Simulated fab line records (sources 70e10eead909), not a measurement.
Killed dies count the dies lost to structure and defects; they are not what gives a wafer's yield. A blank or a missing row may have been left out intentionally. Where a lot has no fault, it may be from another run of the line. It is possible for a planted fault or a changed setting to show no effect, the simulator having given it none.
Matching of chambers + flow nand_harc + NHARC_A_STAIRCASE_DESCUM_11 on rie_diel-10 has 4 sister chambers
The step chemistry O2, time 3 s. 8 wafers are shown with their chamber, then 11 later ones without.

== WAFERS, EACH WITH ITS CHAMBER ==
| wafer  | chamber | drypump_motor_current_A (A) | showerhead_plenum_p_Torr (Torr) |
|--------|---------|-----------------------------|---------------------------------|
| L080.2 | 3       | 5.5                         | 1.76                            |
| L080.6 | 2       | 5.1                         | 1.92                            |
| L086.1 | 0       | 5.2                         | 1.86                            |
| L086.2 | 3       | 5.5                         | 2.07                            |
| L086.3 | 2       | 5.1                         | 1.91                            |
| L086.4 | 1       | 6.0                         | 1.79                            |
| L086.6 | 0       | 5.3                         | 1.86                            |
| L089.1 | 1       | 6.0                         | 1.78                            |

== WAFERS MISSING THEIR CHAMBER ==
| wafer  | drypump_motor_current_A (A) | showerhead_plenum_p_Torr (Torr) |
|--------|-----------------------------|---------------------------------|
| L089.4 | 5.2                         | 1.85                            |
| L089.6 | 5.1                         | 1.90                            |
| L089.2 | 5.1                         | 1.90                            |
| L089.3 | 5.5                         | 2.06                            |
| L089.5 | 6.0                         | 1.78                            |
| L094.2 | 6.0                         | 1.78                            |
| L094.4 | 5.1                         | 1.90                            |
| L094.5 | 5.1                         | 1.90                            |
| L096.1 | 6.0                         | 1.78                            |
| L096.3 | 5.5                         | 2.06                            |
| L096.6 | 5.5                         | 2.06                            |

== THE CHAMBER EACH PASSED THROUGH ==
| wafer  | from the rows above     | in truth |
|--------|-------------------------|----------|
| L089.4 | can't be placed: 0 or 2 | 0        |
| L089.6 | 2                       | 2        |
| L089.2 | 2                       | 2        |
| L089.3 | 3                       | 3        |
| L089.5 | 1                       | 1        |
| L094.2 | 1                       | 1        |
| L094.4 | 2                       | 2        |
| L094.5 | 2                       | 2        |
| L096.1 | 1                       | 1        |
| L096.3 | 3                       | 3        |
| L096.6 | 3                       | 3        |
Correct placement for 10 of the 11. From these rows, 1 cannot be placed; in 1 the true chamber is one of the candidates. 0 placed wrongly.
How it was worked out, from the rows above alone: a wafer's distance from a chamber is the root of the sum, over the readings, of the square of ((its reading less the chamber's mean) divided by the reading's scatter). The wafer belongs to the nearest chamber; if the next one is less than 2 further off, it can't be placed. A chamber's mean is the mean of its shown wafers. The scatter: the root of (the sum of the squares of (reading less its chamber's mean) over the shown wafers, divided by (wafers less chambers)).
